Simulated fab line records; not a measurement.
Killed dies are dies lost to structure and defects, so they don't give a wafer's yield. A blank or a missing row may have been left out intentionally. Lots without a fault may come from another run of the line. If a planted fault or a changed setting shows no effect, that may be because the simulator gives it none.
Chamber matching	flow nandHarc	aldMetal-02 running NHARC_A_BLC_ALD_23: 4 sister chambers
The step deposits TiN, target thk 3 nm, pulse time 1 s, ald cycles 150. 4 wafers are shown with their chamber, then 11 later ones without.

## WAFERS PAIRED WITH THEIR CHAMBERS
wafer	chamber	heaterPowerW (W)
L085.6	3	1116
L087.6	1	925
L090.5	0	1078
L089.2	2	1215

## WAFERS WITH NO CHAMBER GIVEN
wafer	heaterPowerW (W)
L089.3	1128
L089.5	916
L094.2	1137
L094.4	950
L094.5	1206
L095.3	1054
L095.4	939
L095.6	915
L096.1	1047
L096.3	1240
L096.6	1192

## THE CHAMBER EACH PASSED THROUGH
wafer	from the rows above	in truth
L089.3	can't be placed: 3 or 0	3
L089.5	1	1
L094.2	can't be placed: 3 or 0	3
L094.4	1	1
L094.5	2	2
L095.3	can't be placed: 0 or 3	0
L095.4	1	1
L095.6	1	1
L096.1	can't be placed: 0 or 3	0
L096.3	2	2
L096.6	2	2
7 of 11 placed correctly. From these rows, 4 cannot be placed; in 4 the true chamber is one of the candidates. 0 placed wrongly.
How it was worked out, from the rows above alone: a wafer's distance from a chamber is the root of the sum, over the readings, of the square of ((its reading less the chamber's mean) divided by the reading's scatter). If the next closest chamber is less than 2 further off than the closest, the wafer can't be placed; otherwise it belongs to the closest. For every chamber, the mean is computed from those of its wafers that are shown. The scatter: with one shown wafer a chamber, the root of the mean of the squares of how far each hidden wafer lies from its nearest shown one.
